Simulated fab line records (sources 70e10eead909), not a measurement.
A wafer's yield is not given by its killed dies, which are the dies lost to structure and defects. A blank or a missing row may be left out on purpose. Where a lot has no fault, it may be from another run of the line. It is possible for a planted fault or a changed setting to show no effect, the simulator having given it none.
Chamber matching / flow nand harc / 4 sister chambers for NHARC_P_M0_STRIP_18 on rie diel-04
The step strips in N2/H2. 4 wafers are shown with their chamber, then 7 later ones without.

EACH WAFER AND ITS CHAMBER
wafer=L087.1; chamber=2; drypump motor current A (A)=5.7
wafer=L087.5; chamber=3; drypump motor current A (A)=5.4
wafer=L091.2; chamber=0; drypump motor current A (A)=5.2
wafer=L091.4; chamber=1; drypump motor current A (A)=6.4

WAFERS MISSING THEIR CHAMBER
wafer=L091.5; drypump motor current A (A)=6.4
wafer=L096.1; drypump motor current A (A)=5.4
wafer=L096.4; drypump motor current A (A)=6.4
wafer=L096.6; drypump motor current A (A)=5.7
wafer=L097.1; drypump motor current A (A)=5.2
wafer=L097.4; drypump motor current A (A)=5.8
wafer=L097.5; drypump motor current A (A)=6.4

THE CHAMBER EACH PASSED THROUGH
wafer=L091.5; from the rows above=1; in truth=1
wafer=L096.1; from the rows above=3; in truth=3
wafer=L096.4; from the rows above=1; in truth=1
wafer=L096.6; from the rows above=2; in truth=2
wafer=L097.1; from the rows above=0; in truth=0
wafer=L097.4; from the rows above=2; in truth=2
wafer=L097.5; from the rows above=1; in truth=1
7 of 7 placed correctly. Not placeable from these rows: 0. Wrongly placed: 0.
How it was worked out, from the rows above alone: a wafer's distance from a chamber is the root of the sum, over the readings, of the square of ((its reading less the chamber's mean) divided by the reading's scatter). If the next closest chamber is less than 2 further off than the closest, the wafer can't be placed; otherwise it belongs to the closest. The mean given for a chamber averages the wafers shown for that chamber. The scatter: with one shown wafer a chamber, the root of the mean of the squares of how far each hidden wafer lies from its nearest shown one.
